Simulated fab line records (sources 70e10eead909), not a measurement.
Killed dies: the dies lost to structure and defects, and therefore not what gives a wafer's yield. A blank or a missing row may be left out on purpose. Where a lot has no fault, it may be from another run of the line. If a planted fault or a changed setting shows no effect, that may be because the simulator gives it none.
Matching of chambers :: flow nandHarc :: 3 sister chambers for NHARC_P_M2_PRE_CLEAN_32 on pecvd-03
The step time 12 s. 24 wafers are shown with their chamber, then 12 later ones without.

EACH WAFER AND ITS CHAMBER
wafer: L074.1
chamber: 0
heaterPowerW (W): 727

wafer: L074.2
chamber: 2
heaterPowerW (W): 625

wafer: L074.5
chamber: 1
heaterPowerW (W): 736

wafer: L075.1
chamber: 2
heaterPowerW (W): 714

wafer: L075.2
chamber: 0
heaterPowerW (W): 742

wafer: L075.3
chamber: 1
heaterPowerW (W): 697

wafer: L076.2
chamber: 0
heaterPowerW (W): 742

wafer: L076.3
chamber: 2
heaterPowerW (W): 647

wafer: L076.6
chamber: 1
heaterPowerW (W): 637

wafer: L076.1
chamber: 1
heaterPowerW (W): 643

wafer: L076.4
chamber: 0
heaterPowerW (W): 744

wafer: L076.5
chamber: 2
heaterPowerW (W): 653

wafer: L079.2
chamber: 0
heaterPowerW (W): 702

wafer: L079.4
chamber: 2
heaterPowerW (W): 642

wafer: L079.5
chamber: 0
heaterPowerW (W): 706

wafer: L081.2
chamber: 0
heaterPowerW (W): 647

wafer: L081.3
chamber: 2
heaterPowerW (W): 628

wafer: L081.6
chamber: 0
heaterPowerW (W): 647

wafer: L084.3
chamber: 0
heaterPowerW (W): 659

wafer: L084.4
chamber: 2
heaterPowerW (W): 616

wafer: L084.5
chamber: 1
heaterPowerW (W): 696

wafer: L085.1
chamber: 2
heaterPowerW (W): 706

wafer: L085.5
chamber: 2
heaterPowerW (W): 731

wafer: L085.6
chamber: 1
heaterPowerW (W): 679

SIGNATURES (averages over the wafers above)
reading: heaterPowerW
chamber 0: 701.78
chamber 1: 681.33
chamber 2: 662.44
scatter within a chamber: 40.9
Rule: a wafer lies at a distance from a chamber equal to the root of the sum of squares, over the readings, of (its reading less the chamber's mean, divided by the reading's scatter). If the next closest chamber is less than 2 further off than the closest, the wafer can't be placed; otherwise it belongs to the closest. The scatter: the root of (the sum of the squares of (reading less its chamber's mean) over the shown wafers, divided by (wafers less chambers)).

WAFERS WITHOUT THEIR CHAMBER
wafer: L087.1
heaterPowerW (W): 626

wafer: L087.4
heaterPowerW (W): 607

wafer: L087.6
heaterPowerW (W): 721

wafer: L091.1
heaterPowerW (W): 713

wafer: L091.4
heaterPowerW (W): 606

wafer: L091.6
heaterPowerW (W): 704

wafer: L093.1
heaterPowerW (W): 657

wafer: L093.5
heaterPowerW (W): 597

wafer: L093.6
heaterPowerW (W): 651

wafer: L092.4
heaterPowerW (W): 626

wafer: L092.5
heaterPowerW (W): 711

wafer: L092.6
heaterPowerW (W): 677

WHICH CHAMBER EACH ONE RAN IN
wafer: L087.1
from the rows above: can't be placed: 2 or 1 or 0
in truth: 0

wafer: L087.4
from the rows above: can't be placed: 2 or 1 or 0
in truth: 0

wafer: L087.6
from the rows above: can't be placed: 0 or 1 or 2
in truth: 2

wafer: L091.1
from the rows above: can't be placed: 0 or 1 or 2
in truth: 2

wafer: L091.4
from the rows above: can't be placed: 2 or 1 or 0
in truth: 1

wafer: L091.6
from the rows above: can't be placed: 0 or 1 or 2
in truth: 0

wafer: L093.1
from the rows above: can't be placed: 2 or 1 or 0
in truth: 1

wafer: L093.5
from the rows above: can't be placed: 2 or 1 or 0
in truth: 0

wafer: L093.6
from the rows above: can't be placed: 2 or 1 or 0
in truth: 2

wafer: L092.4
from the rows above: can't be placed: 2 or 1 or 0
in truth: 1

wafer: L092.5
from the rows above: can't be placed: 0 or 1 or 2
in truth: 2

wafer: L092.6
from the rows above: can't be placed: 1 or 2 or 0
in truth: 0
0 of 12 placed correctly. These rows do not allow placing 12 (true chamber among the candidates in 12). Number placed wrongly: 0.
